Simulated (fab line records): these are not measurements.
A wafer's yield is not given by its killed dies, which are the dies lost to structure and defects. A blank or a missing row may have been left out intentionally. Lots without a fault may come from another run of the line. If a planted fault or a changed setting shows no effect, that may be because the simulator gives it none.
2 desks, one fault | flow n5Finfet | each desk holds nothing but its own numbers, with what lay behind them at the end

METROLOGY DESK
What the gauges read for every lot (on any tool): the sampled wafers with a number, averaged. If a lot's mean is further than 4 standard deviations from the usual mean, the lot is out of limits and carries the mark OUT (the distance appears in the brackets). Shown here are 7 of its 10 readings, the ones lying furthest out on some lot.
Columns: A = DIBL_P at N5_BEOL_M4_RC_MEAS_101, usual 35.6 mV/V; B = IOFF_P at N5_BEOL_M4_RC_MEAS_101, usual 0.20 nA/um; C = ION_N at N5_BEOL_M4_RC_MEAS_101, usual 672 uA/um; D = ION_P at N5_BEOL_M4_RC_MEAS_101, usual 462 uA/um; E = SS_P at N5_BEOL_M4_RC_MEAS_101, usual 73.1 mV/dec; F = VT_N at N5_BEOL_M4_RC_MEAS_101, usual 251 mV; G = VT_P at N5_BEOL_M4_RC_MEAS_101, usual -251 mV
lot  | first seen here | A    | B    | C   | D   | E    | F   | G
L497 | day 9 07:32     | 35.1 | 0.16 | 656 | 452 | 72.2 | 255 | -257
L500 | day 9 10:06     | 36.4 | 0.24 | 685 | 478 | 73.5 | 247 | -244
L499 | day 9 11:54     | 33.1 | 0.18 | 667 | 463 | 72.3 | 252 | -252
L502 | day 10 02:06    | 35.7 | 0.20 | 672 | 466 | 73.0 | 252 | -248
L503 | day 10 05:58    | 35.5 | 0.19 | 672 | 463 | 73.1 | 253 | -253
Finding of this desk: none of the 5 lots has anything out of limits.

DESK OF THE TOOL OWNER: pecvd-02
The tool's own readings at N5_BEOL_M1_PECVD_72 (deposits SiO2 from TEOS/O2, target thk 16 nm, time 18 s): means of the sampled wafers that have a number, for each lot that ran on this tool. If a lot's mean is further than 4 standard deviations from the usual mean, the lot is out of limits and carries the mark OUT (the distance appears in the brackets).
Columns: A = heaterPowerW at N5_BEOL_M1_PECVD_72, usual 714 W; B = showerheadPlenumPTorr at N5_BEOL_M1_PECVD_72, usual 8.80 Torr; C = susceptorTempC at N5_BEOL_M1_PECVD_72, usual 400.00 C; D = throttleValvePct at N5_BEOL_M1_PECVD_72, usual 22.5 %
lot  | first seen here | A   | B    | C                | D
L497 | day 7 13:07     | 673 | 8.81 | 399.99           | 22.1
L499 | day 7 13:31     | 679 | 8.80 | 394.61 (-24) OUT | 22.9
L500 | day 7 20:31     | 676 | 8.79 | 394.91 (-23) OUT | 22.8
L503 | day 8 09:08     | 732 | 8.80 | 394.95 (-23) OUT | 23.0
This desk's verdict: out of limits on L499, L500, L503, starting with L499 at day 7 13:31 (susceptorTempC at N5_BEOL_M1_PECVD_72). In limits: L497.

BROUGHT TOGETHER
On L499, L500, L503, at day 7 13:31, an alarm was possible from the tool owner's desk.
The metrology desk saw nothing out of limits.
The metrology desk has L499, L500, L503 on record, within its limits.
N5_BEOL_M1_PECVD_72 was run on pecvd-02 by each of the lots named.

WHAT THE SIMULATOR PUT IN
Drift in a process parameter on pecvd-02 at N5_BEOL_M1_PECVD_72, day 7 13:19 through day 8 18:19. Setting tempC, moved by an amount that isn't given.
Lots struck among those shown: L499, L500, L503.
How many hours passed from the start of the fault until each desk's first out-of-limits reading: the tool owner's desk, 0.
